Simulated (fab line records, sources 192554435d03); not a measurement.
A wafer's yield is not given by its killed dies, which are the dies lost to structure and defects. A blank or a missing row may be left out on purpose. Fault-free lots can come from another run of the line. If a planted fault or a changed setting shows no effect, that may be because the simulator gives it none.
Struck lot and sound lot, side by side + flow n5-finfet + 18 steps out of a route of 1938
Sound: the wafers L828.2, L828.4, L828.6. Wafers L815.1, L815.5, L815.6 were the ones struck. The cause comes at the end.
Per side, at each step with rows, come the tool, then ch with its chambers, and then its first start. Under that, the readings that differ: sound wafers + struck wafers + difference of the means + sigmas: that difference in standard deviations of wafers without a fault.
alike: readings with means less than 2 such deviations apart, plus words and numbers identical on both sides. not compared: withheld readings, readings lacking a value on some wafer, bounds such as >300 that could conceal the same value, and numbers that have no deviation in the record and whose values overlap.
A row with sigmas, a row that says differs or no value, or rows on one side alone: a step with any of these is where the two part. Non-overlapping numbers with no deviation appear without sigmas and do not part them. Lack of a reading on every wafer of one side parts them only where that side has two or more wafers.

first, 1 step without rows for these wafers: N5_STI_FIN_REVEAL_SRD_21 (time 30 s).
N5_STI_FIN_REVEAL_OXIDATION_33: chemistry O2 PLASMA REMOTE, time 20 s.
  sound on plasma-asher-01 ch 0,1, day 7 01:02; struck on plasma-asher-01 ch 0,1, day 3 18:49
  alike: drypump-motor-current-A, heater-power-w, o2-flow-sccm
  not compared: rf-hours-counter-h
then, 2 steps without rows for these wafers: N5_STI_FIN_REVEAL_CLEAN_19 (cleans in O3/DIW, time 120 s); N5_STI_FIN_REVEAL_SRD_23 (time 30 s).
N5_STI_FIN_REVEAL_CD_MEAS_22: target cd 6.238 nm, pitch 28 nm.
  sound: cd-sem-03 at day 7 01:13; struck: cd-sem-03 at day 3 18:58
  alike: cd-nm
N5_STI_FIN_REVEAL_FIN_H_MEAS_10:
  sound: ocd-01 at day 7 01:14; struck: ocd-02 at day 3 19:00
  alike: trench-depth-nm
then, 2 steps without rows for these wafers: N5_STI_FIN_REVEAL_PRECLEAN_18 (cleans in SC2, time 45 s); N5_STI_FIN_REVEAL_SRD_28 (time 30 s).
N5_STI_FIN_REVEAL_INSPECT_13: inspects for defects (darkfield).
  sound: defect-inspect-01 at day 7 01:20; struck: defect-inspect-01 at day 3 19:05
  alike: raw-defect-count
then, 2 steps without rows for these wafers: N5_DUMMY_GATE_PRECLEAN_00 (cleans in O3/DIW, time 60 s); N5_DUMMY_GATE_SRD_01 (time 30 s).
N5_DUMMY_GATE_ALD_02: deposits SiO2, target thk 2 nm, pulse time 1 s.
  sound on ald-sin-04 ch 2,3, day 7 01:26; struck on ald-sin-04 ch 1,2,3, day 3 19:41
  alike: heater-power-w, precursor-pulse-height-rel
  not compared: since-wet-clean-h
N5_DUMMY_GATE_CVD_03: deposits a-Si from SiH4, target thk 150 nm, time 8042 s.
  sound on lpcvd-02 ch 0/20,0/29,0/39, day 7 01:32; struck on lpcvd-01 ch 0/15,0/34,0/39, day 3 19:48
| reading                                     | sound         | struck        | difference | sigmas |
|---------------------------------------------|---------------|---------------|------------|--------|
| model.a-Si_of_DUMMY_GATE_CVD_03.thk-nm (nm) | 148 146.8 147 | 108 107.6 109 | -39        |        |
then, 2 steps without rows for these wafers: N5_DUMMY_GATE_PRECLEAN_46 (cleans in DIW, time 89.5 s); N5_DUMMY_GATE_SRD_47 (dry time 32 s).
N5_DUMMY_GATE_CMP_04: polishes a-Si.
  sound on cmp-03 ch 0,2,3, day 7 05:20; struck on cmp-03 ch 1,2, day 3 23:32
| reading                | sound         | struck      | difference | sigmas |
|------------------------|---------------|-------------|------------|--------|
| time-to-endpoint-s (s) | 13.8 14.3 9.5 | 4.8 6.7 3.3 | -7.6       | -3     |
  alike: motor-current-A, retaining-ring-pressure-frac, slurry-filter-dp-kPa
N5_BEOL_M4_RC_MEAS_101:
  the record has rows for the sound wafers here (prober-02 ch 0, day 14 18:24) and none for the struck ones
-- here the record skips 9 days between the struck wafers' starts before and after, leaving off in module BEOL_M4 and picking up in module PASSIVATION (first step shown: number 1936 of the route) --
N5_PASSIVATION_PROBE_49:
  only the struck wafers here have rows in the record (prober-02, day 12 16:10); the sound ones have none

## WHERE THEY PART
First at N5_DUMMY_GATE_CMP_04; last, within this record, at N5_PASSIVATION_PROBE_49.

WHY: what had been put in by the simulator
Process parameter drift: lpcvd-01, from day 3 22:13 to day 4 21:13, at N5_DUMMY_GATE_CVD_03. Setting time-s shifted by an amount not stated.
